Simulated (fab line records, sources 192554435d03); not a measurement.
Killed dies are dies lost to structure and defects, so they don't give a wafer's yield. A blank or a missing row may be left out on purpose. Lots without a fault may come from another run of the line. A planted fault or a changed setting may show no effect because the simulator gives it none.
Chamber matching | flow n5_finfet | N5_BEOL_M0_SAQP_DESCUM_45 on rie_diel-02: 4 sister chambers
The step chemistry O2, time 7 s. 4 wafers are shown with their chamber, then 7 later ones without.

WAFERS WITH THEIR CHAMBER
wafer  | chamber | showerhead_plenum_p_Torr (Torr)
L085.1 | 0       | 2.08
L087.5 | 1       | 2.02
L090.2 | 3       | 2.06
L090.3 | 2       | 2.18

WAFERS WITHOUT THEIR CHAMBER
wafer  | showerhead_plenum_p_Torr (Torr)
L090.4 | 2.07
L094.2 | 2.07
L094.3 | 2.02
L094.4 | 2.06
L095.1 | 2.02
L095.4 | 2.07
L095.5 | 2.17

WHICH CHAMBER EACH WENT THROUGH
wafer  | from the rows above     | in truth
L090.4 | can't be placed: 3 or 0 | 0
L094.2 | can't be placed: 3 or 0 | 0
L094.3 | 1                       | 1
L094.4 | 3                       | 3
L095.1 | 1                       | 1
L095.4 | can't be placed: 3 or 0 | 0
L095.5 | 2                       | 2
Placed correctly: 4 of 7. Can't be placed from these rows: 3 (the true chamber is among the candidates in 3). Placed wrongly: 0.
How it was worked out, from the rows above alone: a wafer's distance from a chamber is the root of the sum, over the readings, of the square of ((its reading less the chamber's mean) divided by the reading's scatter). The wafer belongs to the nearest chamber; if the next one is less than 2 further off, it can't be placed. A chamber's mean is the mean of its shown wafers. The scatter: with one shown wafer a chamber, the root of the mean of the squares of how far each hidden wafer lies from its nearest shown one.
